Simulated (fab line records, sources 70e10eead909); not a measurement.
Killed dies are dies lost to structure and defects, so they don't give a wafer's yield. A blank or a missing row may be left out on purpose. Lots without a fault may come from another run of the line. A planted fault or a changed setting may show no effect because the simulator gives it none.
Which tool did it? | flow nand_harc | 12 lots, 36 wafers sampled, at 6 steps of a route of 1302

WHAT THE GAUGES READ, wafer by wafer
NHARC_P_ZERO_WELL_CD_MEAS_24: target cd 720 nm.
lot  | measured     | on        | cd_nm (nm)
L181 | day 1 22:35  | cd_sem-02 | 722.6 721.2 720.6
L182 | day 2 08:28  | cd_sem-01 | 723.0 721.5 724.1
L184 | day 3 04:28  | cd_sem-02 | 720.5 722.6 722.7
L185 | day 3 14:40  | cd_sem-01 | 717.6 722.4 722.3
L187 | day 4 10:49  | cd_sem-01 | 724.7 723.3 723.0
L190 | day 5 16:36  | cd_sem-02 | 725.2 724.9 723.3
L191 | day 6 02:36  | cd_sem-01 | - - -
L195 | day 7 18:29  | cd_sem-02 | 723.7 722.1 722.2
L200 | day 9 20:34  | cd_sem-01 | 718.5 723.2 720.4
L201 | day 10 06:37 | cd_sem-03 | 720.8 722.5 721.1
L202 | day 10 16:28 | cd_sem-01 | 718.5 721.2 718.1
L203 | day 11 02:19 | cd_sem-02 | 721.7 725.5 722.7

NHARC_P_STI_CD_MEAS_16.
lot  | measured     | on        | cd_nm (nm)
L181 | day 2 18:58  | cd_sem-01 | 204 204 203
L182 | day 3 05:52  | cd_sem-03 | 199 202 202
L184 | day 4 02:24  | cd_sem-03 | 192 194 198
L185 | day 4 13:50  | cd_sem-02 | 195 199 201
L187 | day 5 09:43  | cd_sem-01 | 200 198 198
L190 | day 6 16:42  | cd_sem-03 | 202 194 202
L195 | day 8 15:53  | cd_sem-01 | 197 195 200
L200 | day 10 20:16 | cd_sem-03 | 201 205 199
L201 | day 11 06:05 | cd_sem-01 | 202 203 199
L202 | day 11 15:46 | cd_sem-03 | 203 201 202
L203 | day 12 00:19 | cd_sem-03 | 195 197 199

NHARC_P_STI_INSPECT_25.
lot  | measured     | on                | raw_defect_count
L181 | day 3 22:10  | defect_inspect-02 | 228 126 144
L182 | day 4 09:46  | defect_inspect-02 | 199 183 209
L184 | day 5 06:39  | defect_inspect-01 | 113 276 238
L185 | day 5 16:08  | defect_inspect-02 | 226 143 166
L187 | day 6 14:13  | defect_inspect-01 | 244 248 222
L190 | day 7 21:34  | defect_inspect-02 | 127 228 200
L195 | day 10 03:02 | defect_inspect-01 | 216 172 158
L200 | day 12 00:56 | defect_inspect-02 | 187 164 265
L201 | day 12 11:46 | defect_inspect-02 | 244 275 291
L202 | day 13 05:00 | defect_inspect-01 | 150 201 116
L203 | day 13 05:00 | defect_inspect-02 | 168 149 105

NHARC_END_SORT_01.
lot  | measured     | on        | killed_at_array | killed_at_other | killed_at_periphery | killed_dies | killed_open | killed_short
L191 | day 28 14:19 | prober-01 | 77 82 96        | 1 1 1           | 599 594 580         | 677 677 677 | 3 3 1       | 2 3 4

WHICH TOOL RAN EACH LOT (tool, then ch and the chambers of the sampled wafers, then the start)
lot  | NHARC_P_ZERO_WELL_EXPOSE_21       | NHARC_P_STI_ETCH_42
L181 | krf_scanner-04 ch 0, day 1 22:26  | rie_diel-08 ch 0,3, day 2 18:35
L182 | krf_scanner-03 ch 0, day 2 08:18  | rie_diel-08 ch 0,1,3, day 3 05:29
L184 | krf_scanner-04 ch 0, day 3 04:19  | rie_diel-09 ch 0,2,3, day 4 02:01
L185 | krf_scanner-03 ch 0, day 3 14:30  | rie_diel-04 ch 1,2,3, day 4 13:30
L187 | krf_scanner-02 ch 0, day 4 10:39  | rie_diel-09 ch 0,1,2, day 5 09:22
L190 | krf_scanner-04 ch 0, day 5 16:26  | rie_diel-08 ch 0,2,3, day 6 16:22
L191 | krf_scanner-02 ch 0, day 6 02:26  | -
L195 | krf_scanner-04 ch 0, day 7 18:20  | rie_diel-09 ch 0,1,2, day 8 15:32
L200 | krf_scanner-03 ch 0, day 9 20:24  | rie_diel-08 ch 1,2,3, day 10 19:55
L201 | krf_scanner-02 ch 0, day 10 06:28 | rie_diel-09 ch 1,2,3, day 11 05:44
L202 | krf_scanner-03 ch 0, day 10 16:18 | rie_diel-04 ch 0,1,2, day 11 15:25
L203 | krf_scanner-03 ch 0, day 11 02:10 | rie_diel-08 ch 0,3, day 11 23:58
- NHARC_P_ZERO_WELL_EXPOSE_21: exposes mask P NWELL, target cd 720 nm.
- NHARC_P_STI_ETCH_42: etches the open film in N2/H2, target depth 80 nm, overetch 24 nm, time 61 s.

WHAT THE TOOLS THEMSELVES READ (means of the sampled wafers that have a number; where no wafer has one, the mark that the record gives instead)
NHARC_P_ZERO_WELL_EXPOSE_21.
lot  | tool           | focus_offset_nm (nm)
L181 | krf_scanner-04 | 0.1
L182 | krf_scanner-03 | -0.6
L184 | krf_scanner-04 | 0.5
L185 | krf_scanner-03 | -0.6
L187 | krf_scanner-02 | -0.1
L190 | krf_scanner-04 | -0.3
L191 | krf_scanner-02 | 0.2
L195 | krf_scanner-04 | 0.5
L200 | krf_scanner-03 | -0.6
L201 | krf_scanner-02 | 0.1
L202 | krf_scanner-03 | 0.4
L203 | krf_scanner-03 | -0.6

NHARC_P_STI_ETCH_42.
lot  | tool        | bias_w (W) | drypump_motor_current_A (A) | oes_product_au (a.u.) | rf_vpp_V (V) | showerhead_plenum_p_Torr (Torr) | throttle_valve_pct (%)
L181 | rie_diel-08 | 150.0      | 5.9                         | 0.996                 | 433.1        | 2.16                            | 14.170
L182 | rie_diel-08 | 150.3      | 5.8                         | 0.990                 | 432.8        | 2.10                            | 14.173
L184 | rie_diel-09 | 149.7      | 5.6                         | 1.006                 | 429.1        | 1.99                            | 14.172
L185 | rie_diel-04 | 149.8      | 6.3                         | 1.005                 | 431.4        | 2.06                            | 14.172
L187 | rie_diel-09 | 150.0      | 5.5                         | 0.999                 | 429.5        | 2.01                            | 14.170
L190 | rie_diel-08 | 150.4      | 6.0                         | 0.997                 | 430.9        | 2.07                            | 14.175
L195 | rie_diel-09 | 150.3      | 5.6                         | 1.002                 | 429.1        | 2.01                            | 14.165
L200 | rie_diel-08 | 150.1      | 5.9                         | 1.003                 | 431.3        | 2.05                            | 14.179
L201 | rie_diel-09 | 150.4      | 5.2                         | 0.997                 | 430.3        | 2.04                            | 14.169
L202 | rie_diel-04 | 149.7      | 6.2                         | 1.003                 | 430.0        | 2.02                            | 14.187
L203 | rie_diel-08 | 149.7      | 5.8                         | 0.987                 | 432.7        | 2.12                            | 14.168

THE ANSWER, worked out from the rows above alone
Rule: what is usual is taken from the lots themselves. Put in order of their means at a reading, lots are off if they are a third of the lots or fewer, leave a main group of 4 or more, and stand apart from it by a gap of 3 or more times the standard deviation of the main group's means; of several such gaps the widest counts. A main group whose means are all the same, to the digits that the tables above print for the reading, isn't used. A lot without any number at a reading at which 4 lots or more have one is off too. The other lots that the step has rows for count as sound. The gauges are gone through in route order, then the tools' own readings, and for those a lot's mean is taken as printed above. The first step at which some lot is off is used, and at that step the reading that is off furthest; a lot without a number counts as furthest.
Off: L191, at NHARC_P_ZERO_WELL_CD_MEAS_24 (cd_nm). Without a number there: L191. The main group: mean 722.1 nm, standard deviation 1.4.
A tool fits if, at a process step before that reading, it ran every lot that is off, and no sound lot after the first of them. The gauges at NHARC_P_ZERO_WELL_CD_MEAS_24 are tried like those tools. None of those tried fits.

WHAT THE SIMULATOR HAD PUT IN
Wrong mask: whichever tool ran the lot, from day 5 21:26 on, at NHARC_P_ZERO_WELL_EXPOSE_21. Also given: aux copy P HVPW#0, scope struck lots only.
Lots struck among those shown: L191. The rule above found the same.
